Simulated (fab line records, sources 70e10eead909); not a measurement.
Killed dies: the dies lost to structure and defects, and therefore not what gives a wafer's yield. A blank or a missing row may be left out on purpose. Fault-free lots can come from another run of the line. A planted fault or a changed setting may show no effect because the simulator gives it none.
Chamber matching    flow nand harc    cmp-04 running NHARC_P_M0_CMP_23: 4 sister chambers
The step polishes, t overpolish 20 s, target thk 117.54 nm. 8 wafers are shown with their chamber, then 9 later ones without.

EACH WAFER AND ITS CHAMBER
wafer   chamber  motor current A (A)  time to endpoint s (s)
L340.3  2        11.8                 30.5
L341.4  2        12.1                 28.1
L344.1  3        13.1                 32.7
L344.2  0        10.7                 32.8
L344.5  0        10.5                 31.2
L351.2  3        12.1                 29.2
L351.3  1        11.8                 26.4
L351.5  1        11.6                 24.8

WAFERS MISSING THEIR CHAMBER
wafer   motor current A (A)  time to endpoint s (s)
L353.1  12.3                 28.2
L353.4  12.1                 32.7
L353.5  12.2                 32.3
L356.3  12.8                 27.1
L356.4  12.3                 28.6
L356.5  12.2                 31.1
L360.3  12.3                 28.4
L360.4  12.7                 33.2
L360.5  10.3                 30.8

EACH ONE'S CHAMBER
wafer   from the rows above           in truth
L353.1  can't be placed: 2 or 3 or 1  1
L353.4  can't be placed: 3 or 2       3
L353.5  can't be placed: 3 or 2       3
L356.3  can't be placed: 3 or 2 or 1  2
L356.4  can't be placed: 2 or 3 or 1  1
L356.5  can't be placed: 3 or 2       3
L360.3  can't be placed: 2 or 3 or 1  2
L360.4  can't be placed: 3 or 2       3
L360.5  0                             0
Correctly placed: 1 of 9. Cannot be placed on the basis of these rows: 8; the candidates contain the true chamber in 8. Wrongly placed: 0.
How it was worked out, from the rows above alone: a wafer's distance from a chamber is the root of the sum, over the readings, of the square of ((its reading less the chamber's mean) divided by the reading's scatter). If the next closest chamber is less than 2 further off than the closest, the wafer can't be placed; otherwise it belongs to the closest. For every chamber, the mean is computed from those of its wafers that are shown. The scatter: take each reading less its chamber's mean, square it, sum over the shown wafers, divide by the number of wafers less the number of chambers, and take the root.
